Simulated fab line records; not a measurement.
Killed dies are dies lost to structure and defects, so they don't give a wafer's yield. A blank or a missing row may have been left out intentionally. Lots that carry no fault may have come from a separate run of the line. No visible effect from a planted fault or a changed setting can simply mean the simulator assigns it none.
fab line records ; flow n5-finfet
record lots=6; wafers=18; last-day=19
route steps=1938 shown BEOL_M13@1681 PASSIVATION@1936
lots that met no fault: taken from a fault-free run of the same line
start-h: hours from the record's first day to the start of the lot's first wafer shown ; wait-h: time in hours since the lot's previous step ; " repeats the value in the row above ; L1.1+2: one row covering several wafers at once ; - value missing, or start not given ; * or withheld: withheld ; < > ~ a bound
route shown NAME@n: a module of which the file shows steps, and the number in the route of the first ; usual: mean/standard deviation taken from wafers without a fault ; same: alike in all rows ; chamber/n: place in a boat ; sites: readings site by site ; _std_site: the standard deviation of these ; _edge_site: mean of outer sites minus mean of inner sites ; radius-mm: for every site, how far away it sits from the centre of the wafer ; mask NAME#n: copy n ; behind: the last tool/chamber to shape the wafer ; hold: reason for holding the lot/hours on hold/outcome of the hold ; device: the transistor (n, p or np) that didn't switch ; end of line: the same wafers' tests at the end of the route ; step lacking rows: just its recipe ; killed: dies lost to structure and defects at the first sort, not the wafer's yield ; map: per-die view of a wafer (x killed, . not killed, _ where there is no die)
set.NAME: the setting the step ran with; set.NAME@STEP: the setting that earlier step ran with ; model.NAME: the simulator's own value behind a step, which no gauge read
lots at some steps of the route; a table a step, a row a wafer
services: the hour from which a tool's chamber was out of use, counted from the record's first day as start-h (under 0 if before that day), plus the number of hours and why
## steps
# step N5_BEOL_M13_COAT_66
# recipe resist=SiARC; temp-c=220; time-s=60; spin-rpm=1500; resist-thk-nm=110
# step N5_BEOL_M13_COAT_22
# recipe spin-rpm=2888; resist-thk-nm=300
# step N5_BEOL_M13_EBR_24
# recipe solvent=PGMEA; ebr-width-mm=1.5
# step N5_BEOL_M13_SOFTBAKE_23
# recipe temp-c=130; time-s=60
# step N5_BEOL_M13_EXPOSE_25
# recipe mask-id=M13; na=0.93; source-shape=conventional; sigma-outer=0.4; polarization=unpolarized; target-cd-nm=210; dose-mj=22
# step N5_BEOL_M13_PEB_26
# recipe peb-temp-c=130; peb-time-s=90
# step N5_BEOL_M13_DEVELOP_27
# recipe develop-time-s=45; rinse-liquid=diw; dry=air-spin; dev-temp-c=21
# step N5_BEOL_M13_HARDBAKE_32
# recipe temp-c=130; time-s=120
# step N5_BEOL_M13_CD_MEAS_28
# recipe target-cd-nm=209.5; landing-energy-ev=500; detector=se-inlens
# usual cd-nm=209.8/1.1
lot.wafer;tool;chamber;start-h;wait-h;cd-nm
L586.1;cd-sem-02;0;279.38;-;209.1
L586.3;cd-sem-02;0;279.38;-;208.8
L586.5;cd-sem-02;0;279.38;-;209.1
L588.2;cd-sem-01;0;295.87;-;209.1
L588.4;cd-sem-01;0;295.87;-;210.6
L588.6;cd-sem-01;0;295.87;-;211.0
L598.1;cd-sem-01;0;343.48;-;209.5
L598.2;cd-sem-01;0;343.48;-;211.2
L598.5;cd-sem-01;0;343.48;-;210.0
L599.1;cd-sem-02;0;350.65;-;210.2
L599.3;cd-sem-02;0;350.65;-;208.9
L599.4;cd-sem-02;0;350.65;-;207.9
L601.1;cd-sem-03;0;374.07;-;209.4
L601.5;cd-sem-03;0;374.07;-;210.5
L601.6;cd-sem-03;0;374.07;-;209.7
L605.1;cd-sem-02;0;410.73;-;210.3
L605.2;cd-sem-02;0;410.73;-;210.5
L605.6;cd-sem-02;0;410.73;-;210.5
# step N5_BEOL_M13_OVL_MEAS_29
# recipe points-per-wafer=44
# usual M13_OVL=1/4.6
# same points-per-wafer=44
lot.wafer;tool;chamber;start-h;wait-h;M13_OVL[nm]
L586.1;overlay-02;0;279.42;0.0;1
L586.3;overlay-02;0;279.42;0.0;-4
L586.5;overlay-02;0;279.42;0.0;-3
L588.2;overlay-02;0;295.90;0.0;5
L588.4;overlay-02;0;295.90;0.0;4
L588.6;overlay-02;0;295.90;0.0;5
L598.1;overlay-02;0;343.51;0.0;3
L598.2;overlay-02;0;343.51;0.0;3
L598.5;overlay-02;0;343.51;0.0;-2
L599.1;overlay-01;0;350.68;0.0;1
L599.3;overlay-01;0;350.68;0.0;-1
L599.4;overlay-01;0;350.68;0.0;-1
L601.1;overlay-02;0;374.10;0.0;4
L601.5;overlay-02;0;374.10;0.0;10
L601.6;overlay-02;0;374.10;0.0;3
L605.1;overlay-02;0;410.76;0.0;1
L605.2;overlay-02;0;410.76;0.0;-5
L605.6;overlay-02;0;410.76;0.0;1
# step N5_BEOL_M13_INSPECT_30
# recipe mode=adi; inspect-instrument=macro
# usual raw-defect-count=2.2/1.5
lot.wafer;tool;chamber;start-h;wait-h;raw-defect-count
L586.1;defect-inspect-01;-;279.44;0.0;0
L586.3;defect-inspect-01;-;279.44;0.0;2
L586.5;defect-inspect-01;-;279.44;0.0;3
L588.2;defect-inspect-01;-;295.93;0.0;0
L588.4;defect-inspect-01;-;295.93;0.0;2
L588.6;defect-inspect-01;-;295.93;0.0;2
L598.1;defect-inspect-02;-;343.53;0.0;2
L598.2;defect-inspect-02;-;343.53;0.0;0
L598.5;defect-inspect-02;-;343.53;0.0;1
L599.1;defect-inspect-01;-;350.70;0.0;1
L599.3;defect-inspect-01;-;350.70;0.0;1
L599.4;defect-inspect-01;-;350.70;0.0;2
L601.1;defect-inspect-02;-;374.12;0.0;5
L601.5;defect-inspect-02;-;374.12;0.0;4
L601.6;defect-inspect-02;-;374.12;0.0;0
L605.1;defect-inspect-02;-;410.79;0.0;1
L605.2;defect-inspect-02;-;410.79;0.0;6
L605.6;defect-inspect-02;-;410.79;0.0;1
# step N5_BEOL_M13_DESCUM_33
# recipe chemistry=O2; time-s=7.9; source-power-w=50; bias-power-w=20; pressure-mtorr=20; rf-frequency-hz=2.712e+07; temp-c=40; o2-flow-sccm=225
# usual drypump-motor-current-A=5.5/0.52; oes-product-au=0.76/0.078; rf-vpp-V=243.3/1.5; showerhead-plenum-p-Torr=2.10/0.076; temp-c=39.99/0.12; throttle-valve-pct=20.54/0.22
lot.wafer;tool;chamber;start-h;wait-h;drypump-motor-current-A;oes-product-au;rf-hours-counter-h;rf-vpp-V;showerhead-plenum-p-Torr;temp-c;throttle-valve-pct
L586.1;rie-diel-04;1;279.52;0.1;4.9;0.73;185;244.3;2.14;39.69;20.71
L586.3;rie-diel-04;3;279.52;0.1;4.9;0.73;192;244.7;2.14;39.98;20.52
L586.5;rie-diel-04;3;279.52;0.1;4.9;0.73;-;246.0;2.14;40.07;20.53
L588.2;rie-diel-05;0;295.96;0.0;5.8;0.80;99;242.9;2.22;40.13;20.51
L588.4;rie-diel-05;3;295.96;0.0;6.2;0.85;65;242.4;2.05;39.80;20.25
L588.6;rie-diel-05;0;295.96;0.0;5.8;0.81;-;246.1;2.22;40.10;20.49
L598.1;rie-diel-04;3;343.56;0.0;4.9;0.73;208;243.8;2.13;40.02;20.54
L598.2;rie-diel-04;2;343.56;0.0;5.1;0.68;241;240.1;1.98;39.89;20.52
L598.5;rie-diel-04;0;343.56;0.0;5.3;0.70;-;243.2;2.08;39.99;20.29
L599.1;rie-diel-04;2;351.16;0.5;5.1;0.67;243;241.8;1.98;39.92;20.52
L599.3;rie-diel-04;1;351.16;0.5;4.9;0.71;206;244.4;2.13;39.97;20.76
L599.4;rie-diel-04;0;351.16;0.5;5.3;0.70;204;244.9;2.08;39.93;20.31
L601.1;rie-diel-03;2;374.16;0.0;6.2;0.87;45;245.0;2.14;40.07;20.14
L601.5;rie-diel-03;0;374.16;0.0;4.9;0.72;-;240.6;1.99;39.84;20.87
L601.6;rie-diel-03;1;374.16;0.0;6.0;0.67;-;242.7;2.08;39.97;20.77
L605.1;rie-diel-03;0;411.06;0.3;4.9;0.71;230;239.6;1.99;39.99;20.88
L605.2;rie-diel-03;2;411.06;0.3;6.2;0.85;57;241.5;2.13;40.03;20.17
L605.6;rie-diel-03;0;411.06;0.3;4.9;0.71;-;240.9;1.99;40.15;20.87
# step N5_BEOL_M13_ETCH_67
# recipe chemistry=CF4; target=SiARC; target-depth-a=1430; time-s=238.3; ion-energy-ev=80; pressure-mtorr=40; source-w=545; bias-w=36; Ar_flow_sccm=100; cf4-flow-sccm=100; ends=cleared
# usual cf4-flow-sccm=100.0/0.3; drypump-motor-current-A=5.5/0.52; etch-rf-on-time-s=239/5.4; oes-product-au=0.65/0.067; rf-vpp-V=184.1/1.1; showerhead-plenum-p-Torr=2.15/0.077; throttle-valve-pct=15.75/0.23
lot.wafer;tool;chamber;start-h;wait-h;cf4-flow-sccm;drypump-motor-current-A;etch-rf-on-time-s;oes-product-au;rf-hours-counter-h;rf-vpp-V;showerhead-plenum-p-Torr;throttle-valve-pct
L586.1;rie-diel-04;1;279.56;0.0;99.8;4.9;244;0.62;185;186.0;2.22;16.06
L586.3;rie-diel-04;3;279.56;0.0;100.4;4.9;241;0.62;192;185.0;2.20;15.77
L586.5;rie-diel-04;3;279.56;0.0;100.0;4.9;244;0.62;-;184.0;2.20;15.79
L588.2;rie-diel-05;0;295.99;0.0;99.5;5.8;239;0.68;99;183.9;2.25;15.60
L588.4;rie-diel-05;3;295.99;0.0;99.9;6.1;244;0.70;65;184.0;2.09;15.34
L588.6;rie-diel-05;0;295.99;0.0;100.0;5.8;242;0.68;-;185.0;2.25;15.60
L598.1;rie-diel-04;3;343.60;0.0;99.7;4.9;294;0.58;208;186.0;2.19;15.81
L598.2;rie-diel-04;2;343.60;0.0;100.3;5.1;285;0.55;241;183.6;2.04;15.80
L598.5;rie-diel-04;0;343.60;0.0;99.8;5.3;288;0.57;-;184.7;2.13;15.51
L599.1;rie-diel-04;2;351.19;0.0;100.4;5.1;283;0.55;243;182.1;2.03;15.82
L599.3;rie-diel-04;1;351.19;0.0;100.3;4.9;297;0.57;206;183.3;2.21;16.10
L599.4;rie-diel-04;0;351.19;0.0;100.6;5.3;288;0.57;204;184.3;2.13;15.51
L601.1;rie-diel-03;2;374.19;0.0;100.1;6.2;232;0.74;45;184.9;2.18;15.34
L601.5;rie-diel-03;0;374.19;0.0;100.4;4.9;244;0.61;-;183.6;2.03;15.99
L601.6;rie-diel-03;1;374.19;0.0;100.0;6.0;246;0.57;-;183.2;2.12;15.96
L605.1;rie-diel-03;0;411.10;0.0;99.9;4.9;246;0.60;230;183.0;2.02;15.99
L605.2;rie-diel-03;2;411.10;0.0;99.6;6.2;231;0.73;57;184.4;2.18;15.40
L605.6;rie-diel-03;0;411.10;0.0;99.9;4.9;244;0.60;-;183.5;2.02;16.01
# step N5_BEOL_M13_ETCH_68
# recipe chemistry=N2/H2; target=SOC; mask-material=SiARC; source-w=3000; bias-w=350; temp-c=40; time-s=355; ion-energy-ev=200; pressure-mtorr=30; n2-flow-sccm=200; h2-flow-sccm=200
# usual drypump-motor-current-A=5.5/0.52; oes-product-au=0.76/0.079; rf-vpp-V=524.1/2.7; showerhead-plenum-p-Torr=2.54/0.095; temp-c=39.99/0.12; throttle-valve-pct=17.84/0.25
lot.wafer;tool;chamber;start-h;wait-h;drypump-motor-current-A;oes-product-au;rf-hours-counter-h;rf-vpp-V;showerhead-plenum-p-Torr;temp-c;throttle-valve-pct
L586.1;rie-diel-04;1;279.70;0.1;5.0;0.72;185;525.9;2.63;40.09;18.22
L586.3;rie-diel-04;3;279.70;0.1;4.9;0.74;193;526.4;2.62;39.99;17.93
L586.5;rie-diel-04;3;279.70;0.1;4.9;0.73;-;526.3;2.62;40.17;17.94
L588.2;rie-diel-05;0;296.14;0.1;5.8;0.81;99;529.3;2.68;39.92;17.67
L588.4;rie-diel-05;3;296.14;0.1;6.2;0.84;65;522.3;2.45;39.87;17.43
L588.6;rie-diel-05;0;296.14;0.1;5.8;0.80;-;526.7;2.68;39.90;17.67
L598.1;rie-diel-04;3;343.75;0.1;4.9;0.73;208;526.4;2.61;40.29;17.96
L598.2;rie-diel-04;2;343.75;0.1;5.1;0.68;241;520.4;2.39;39.93;17.78
L598.5;rie-diel-04;0;343.75;0.1;5.3;0.70;-;522.0;2.53;39.98;17.63
L599.1;rie-diel-04;2;351.34;0.1;5.1;0.68;244;519.9;2.39;39.89;17.78
L599.3;rie-diel-04;1;351.34;0.1;4.9;0.69;206;525.7;2.62;39.96;18.24
L599.4;rie-diel-04;0;351.34;0.1;5.3;0.69;205;523.0;2.53;40.18;17.65
L601.1;rie-diel-03;2;374.34;0.1;6.1;0.88;45;525.6;2.58;39.92;17.40
L601.5;rie-diel-03;0;374.34;0.1;4.9;0.72;-;520.2;2.41;40.10;18.17
L601.6;rie-diel-03;1;374.34;0.1;6.0;0.68;-;523.7;2.51;39.90;18.08
L605.1;rie-diel-03;0;411.25;0.1;4.9;0.71;230;520.4;2.41;40.03;18.20
L605.2;rie-diel-03;2;411.25;0.1;6.2;0.85;57;523.9;2.58;40.08;17.42
L605.6;rie-diel-03;0;411.25;0.1;4.9;0.71;-;519.5;2.41;40.13;18.19
# step N5_PASSIVATION_PROBE_49
# usual defect-limited-yield=91.4/1.5; killed_at_M0_to_M3=35/12; killed_at_M4_up=13/5.8; killed-at-contacts=12/5.5; killed-at-front-end=36/9.9; killed-at-other=4/3.7; killed-dies=101/18; killed-open=66/13; killed-short=33/8; sort_bin_5_function=5.0/1; sort_bin_6_memory=3.2/0.67; sort-n-pass=1079/18; sort-yield-pct=91.4/1.5
# same gross-dies=1180; killed-at-back-side=0; sort_bin_4_leakage[%]=0; sort_bin_8_speed[%]=0
lot.wafer;tool;chamber;start-h;wait-h;defect-limited-yield[%];killed_at_M0_to_M3;killed_at_M4_up;killed-at-contacts;killed-at-front-end;killed-at-other;killed-dies;killed-open;killed-short;sort_bin_5_function[%];sort_bin_6_memory[%];sort-n-pass;sort-yield-pct[%]
L588.2;prober-02;-;325.81;0.1;92.8;15;10;16;39;5;85;65;19;3.9;3.0;1095;92.8
L588.4;prober-02;-;325.91;0.2;89.7;36;19;16;46;5;122;94;28;5.8;4.3;1058;89.7
L588.6;prober-02;-;326.01;0.3;92.0;31;17;11;32;3;94;67;27;4.5;3.4;1086;92.0
L598.1;prober-02;-;377.08;0.0;92.3;19;7;12;44;9;91;57;25;3.8;3.0;1089;92.3
# killed by level:class
L588.2 MOL_CONTACT_COAG:geometric-particle:open=16 FIN_SAQP:geometric-particle:open=7 STI_FIN_REVEAL:geometric-particle:open=6 BEOL_M3:geometric-particle:open=6 BEOL_M4:geometric-particle:open=6 STARTING-WAFER:geometric-particle:open=5 DUMMY_GATE:geometric-particle:open=4 ILD0:geometric-particle:open=4
L588.4 STI_FIN_REVEAL:geometric-particle:open=16 MOL_CONTACT_COAG:geometric-particle:open=14 BEOL_M3:geometric-particle:open=10 FIN_SAQP:geometric-particle:open=7 DUMMY_GATE:geometric-particle:open=7 BEOL_M0_SAQP:geometric-particle:short=7 BEOL_M1:geometric-particle:open=7 BEOL_M0_SAQP:geometric-particle:open=6
L588.6 MOL_CONTACT_COAG:geometric-particle:open=10 BEOL_M4:geometric-particle:open=10 BEOL_M3:geometric-particle:open=9 BEOL_M0_SAQP:geometric-particle:short=8 DUMMY_GATE:geometric-particle:open=8 STI_FIN_REVEAL:geometric-particle:open=7 FIN_SAQP:geometric-particle:open=5 BEOL_M1:geometric-particle:open=4
L598.1 MOL_CONTACT_COAG:geometric-particle:open=10 STI_FIN_REVEAL:geometric-particle:open=9 HKMG_FIN:area-etch=9 FIN_SAQP:geometric-particle:open=7 FIN_SAQP:geometric-particle:short=6 BEOL_M0_SAQP:geometric-particle:open=5 MIM_BOT:geometric-particle:short=5 BEOL_M0_SAQP:geometric-particle:short=4
## services
tool;chamber;start-h;hours;kind
rie-diel-04;3;309.13;11.7;repair
rie-diel-04;1;326.22;4.5;repair
rie-diel-04;3;358.52;5.5;repair
rie-diel-04;2;371.62;-;clean
rie-diel-04;2;371.62;-;consumable-replace:focus-ring
rie-diel-04;2;371.62;-;consumable-replace:showerhead
rie-diel-04;2;371.62;24.5;scheduled-down
rie-diel-04;2;371.62;24.5;vent-cycle
## key
first-sign step=N5_BEOL_M13_ETCH_67; reading=etch-rf-on-time-s; direction=up; sigmas=9.4; usual=*; struck=*
effect none on later readings
met-at N5_BEOL_M13_ETCH_67
struck-wafers L598.1,L598.2,L598.5,L599.1,L599.3,L599.4
onset-between 279.56 343.60
fault kind=process-parameter-drift; tool=rie-diel-04; chamber=-; onset-h=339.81; steps=N5_BEOL_M13_ETCH_67; channel=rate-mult; offset=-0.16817; shape=step; end-h=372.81
